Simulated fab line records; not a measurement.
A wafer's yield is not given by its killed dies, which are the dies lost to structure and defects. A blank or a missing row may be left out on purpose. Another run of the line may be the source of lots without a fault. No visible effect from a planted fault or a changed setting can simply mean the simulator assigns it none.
Chamber matching / flow n5Finfet / N5_MIM_TOP_ALD_00 on aldHk-02: 4 sister chambers
The step deposits Al2O3, purge time 3 s, co reactant pulse time 3 s. 4 wafers are shown with their chamber, then 9 later ones without.

## EACH WAFER AND ITS CHAMBER
wafer=L084.4 chamber=1 precursorPulseHeightRel=1.006
wafer=L087.2 chamber=3 precursorPulseHeightRel=0.997
wafer=L087.4 chamber=2 precursorPulseHeightRel=1.003
wafer=L087.6 chamber=0 precursorPulseHeightRel=1.005

## WAFERS WITH NO CHAMBER GIVEN
wafer=L088.2 precursorPulseHeightRel=1.022
wafer=L088.3 precursorPulseHeightRel=0.977
wafer=L088.5 precursorPulseHeightRel=0.998
wafer=L086.1 precursorPulseHeightRel=1.006
wafer=L086.2 precursorPulseHeightRel=0.999
wafer=L086.5 precursorPulseHeightRel=0.971
wafer=L093.3 precursorPulseHeightRel=1.011
wafer=L093.4 precursorPulseHeightRel=0.963
wafer=L093.5 precursorPulseHeightRel=0.988

## WHICH CHAMBER EACH WENT THROUGH
wafer=L088.2; from the rows above=can't be placed: 1 or 0 or 2 or 3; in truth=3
wafer=L088.3; from the rows above=can't be placed: 3 or 2 or 0 or 1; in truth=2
wafer=L088.5; from the rows above=can't be placed: 3 or 2 or 0 or 1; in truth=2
wafer=L086.1; from the rows above=can't be placed: 1 or 0 or 2 or 3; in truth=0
wafer=L086.2; from the rows above=can't be placed: 3 or 2 or 0 or 1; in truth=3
wafer=L086.5; from the rows above=can't be placed: 3 or 2 or 0 or 1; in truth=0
wafer=L093.3; from the rows above=can't be placed: 1 or 0 or 2 or 3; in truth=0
wafer=L093.4; from the rows above=can't be placed: 3 or 2 or 0 or 1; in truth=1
wafer=L093.5; from the rows above=can't be placed: 3 or 2 or 0 or 1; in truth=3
0 of 9 placed correctly. Can't be placed from these rows: 9 (the true chamber is among the candidates in 9). Wrongly placed: 0.
How it was worked out, from the rows above alone: a wafer's distance from a chamber is the root of the sum, over the readings, of the square of ((its reading less the chamber's mean) divided by the reading's scatter). The wafer belongs to the nearest chamber; if the next one is less than 2 further off, it can't be placed. For every chamber, the mean is computed from those of its wafers that are shown. The scatter: with one shown wafer a chamber, the root of the mean of the squares of how far each hidden wafer lies from its nearest shown one.
